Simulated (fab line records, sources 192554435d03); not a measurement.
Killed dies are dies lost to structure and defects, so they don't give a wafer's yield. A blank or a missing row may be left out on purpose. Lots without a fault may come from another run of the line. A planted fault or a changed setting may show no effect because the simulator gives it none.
A struck lot beside a sound one | flow n5_finfet | 38 steps out of a route of 1938
Sound: wafers L729.3, L729.5, L729.6. Struck: wafer L719.1. (L719.4 of the same lot was not struck and is left out.) The cause comes at the end.
At each step with rows: each side's tool, then ch and its chambers, then its first start. Under that, the readings that differ: sound wafers | struck wafers | difference of the means | sigmas: that difference in standard deviations of wafers without a fault.
alike: readings whose means differ by less than 2 such deviations, and words and numbers that are the same on both sides. not compared: withheld readings, readings that some wafer has no value for, bounds like >300 that may hide the same value, and numbers for which the record gives no deviation and whose values overlap.
The two part at a step that has a row with sigmas, a row that says differs or no value, or rows on one side only. Numbers that don't overlap but have no deviation are shown without sigmas and don't part them. A reading that every wafer of one side lacks parts them only if that side has two wafers or more.

first, 8 steps without rows for these wafers: N5_BEOL_M0_ANNEAL_119 (time 90 s); N5_BEOL_M0_CMP_120 (polishes, stops on SiOC, t overpolish 6.9 s); N5_BEOL_M0_PRE_CLEAN_131 (time 15 s); N5_BEOL_M0_CO_CAP_123 (material Co, precursor CCTBA/H2, target thk 2 nm, time 102.1 s); N5_BEOL_M0_PRE_CLEAN_124 (time 15 s); N5_BEOL_M0_DEP_125 (deposits SiCN from 3MS/NH3, target thk 8 nm, time 14 s); N5_BEOL_M1_ILD_DEP_00 (deposits SiOC from DEMS/O2, target thk 79 nm, time 15.3 s); N5_BEOL_M1_PECVD_72 (deposits SiO2 from TEOS/O2, target thk 16 nm, time 18 s).
N5_BEOL_M1_HM_DEP_02: deposits TiN, target thk 20 nm.
  sound on pvd_sputter-02, day 11 22:15; struck on pvd_sputter-02, day 9 08:29
  reading                                    | sound    | struck | difference | sigmas
  model.TiN_of_BEOL_M1_HM_DEP_02.thk_nm (nm) | 20 20 20 | 27.4   | +7.4       |
  alike: throttle_valve_pct
then, 16 steps without rows for these wafers: N5_BEOL_M1_COAT_61 (time 60 s, resist thk 60 nm); N5_BEOL_M1_COAT_62 (time 60 s, resist thk 12 nm); N5_BEOL_M1_COAT_73 (time 60 s, resist thk 5 nm); N5_BEOL_M1_COAT_05 (resist thk 30 nm); N5_BEOL_M1_EBR_07; N5_BEOL_M1_SOFTBAKE_06 (time 60 s); N5_BEOL_M1_EXPOSE_08 (exposes mask M1); N5_BEOL_M1_PEB_09 (peb time 60 s); N5_BEOL_M1_DEVELOP_10 (develop time 30 s); N5_BEOL_M1_DESCUM_16 (chemistry O2, time 7 s); N5_BEOL_M1_ETCH_74 (etches underlayer in N2/H2, target depth 6.5 nm, time 5.2 s); N5_BEOL_M1_ETCH_63 (etches SiARC in CF4, target depth 15.6 nm, time 26 s); N5_BEOL_M1_ETCH_64 (etches SOC in N2/H2, target depth 75 nm, overetch 15 nm, time 112.5 s); N5_BEOL_M1_STRIP_65 (strips in N2/H2); N5_BEOL_M1_STRIP_75 (strips in N2/H2); N5_BEOL_M1_STRIP_66 (strips in CF4).
N5_BEOL_M1_HM_OPEN_17: chemistry Cl2/BCl3, target TiN, target depth 20 nm, overetch 6 nm.
  sound on rie_metal-02 ch 0,1, day 11 23:02; struck on rie_metal-02 ch 1, day 9 09:15
  reading                  | sound            | struck | difference                   | sigmas
  rf_hours_counter_h (h)   | - - -            | 75     | no value on the sound wafers |
  model.etch.depth_nm (nm) | 19.91 20.04 19.9 | 25.54  | +5.59                        |
  alike: bcl3_flow_sccm, drypump_motor_current_A, oes_product_au, throttle_valve_pct
then, 8 steps without rows for these wafers: N5_BEOL_M1_STRIP_19 (strips in O2); N5_BEOL_M1_COAT_67 (time 60 s, resist thk 60 nm); N5_BEOL_M1_COAT_68 (time 60 s, resist thk 12 nm); N5_BEOL_M1_COAT_76 (time 60 s, resist thk 5 nm); N5_BEOL_M1_COAT_22 (resist thk 30 nm); N5_BEOL_M1_EBR_24; N5_BEOL_M1_SOFTBAKE_23 (time 60 s); N5_BEOL_M1_EXPOSE_25 (exposes mask V0, defocus 5 nm, target cd 24 nm).
N5_BEOL_M1_TRENCH_ETCH_37: etches SiOC in C4F6/O2, target depth 55.207 nm, time 29 s.
  sound on rie_diel-04 ch 2,3; struck on rie_diel-03 ch 1
  reading                                    | sound          | struck | difference | sigmas
  showerhead_plenum_p_Torr (Torr)            | 2.85 2.74 2.85 | 2.96   | +0.15      | +2
  model.TiN_of_BEOL_M1_HM_DEP_02.thk_nm (nm) | 17.6 17.8 17.6 | 25     | +7         |
  alike: drypump_motor_current_A, oes_product_au, rf_vpp_V, throttle_valve_pct
  not compared: rf_hours_counter_h
N5_BEOL_M1_OCD_MEAS_38:
  sound on ocd-01, day 12 08:05; struck on ocd-01, day 9 15:09
  reading              | sound          | struck | difference | sigmas
  trench_depth_nm (nm) | 56.3 55.9 55.8 | 41.7   | -14.3      | -21
N5_BEOL_M4_RC_MEAS_101:
  sound on prober-02 ch 0, day 14 05:02; struck on prober-01 ch 0, day 11 06:27
  reading        | sound             | struck | difference | sigmas
  DIBL_P (mV/V)  | 35.2 35.6 32.7    | 37.9   | +3.4       | +2
  IOFF_P (nA/um) | 0.213 0.219 0.188 | 0.281  | +0.074     | +3
  VT_N (mV)      | 251.6 250.7 250.2 | 245.3  | -5.5       | -2
  VT_P (mV)      | -248 -249 -250    | -242   | +7         | +2
  alike: DIBL_N, IOFF_N, ION_N, ION_P, SS_N, SS_P
-- the record jumps here: 4 days lie between the struck wafers' starts before and after (it left off in module BEOL_M4 and takes up again in module PASSIVATION, whose first step shown is number 1936 of the route) --
N5_PASSIVATION_PROBE_49:
  the record has rows for the struck wafers here (prober-01, day 15 11:41) and none for the sound ones

WHERE THEY PART
First at N5_BEOL_M1_HM_OPEN_17; last, within this record, at N5_PASSIVATION_PROBE_49.

WHY: what the simulator had put in
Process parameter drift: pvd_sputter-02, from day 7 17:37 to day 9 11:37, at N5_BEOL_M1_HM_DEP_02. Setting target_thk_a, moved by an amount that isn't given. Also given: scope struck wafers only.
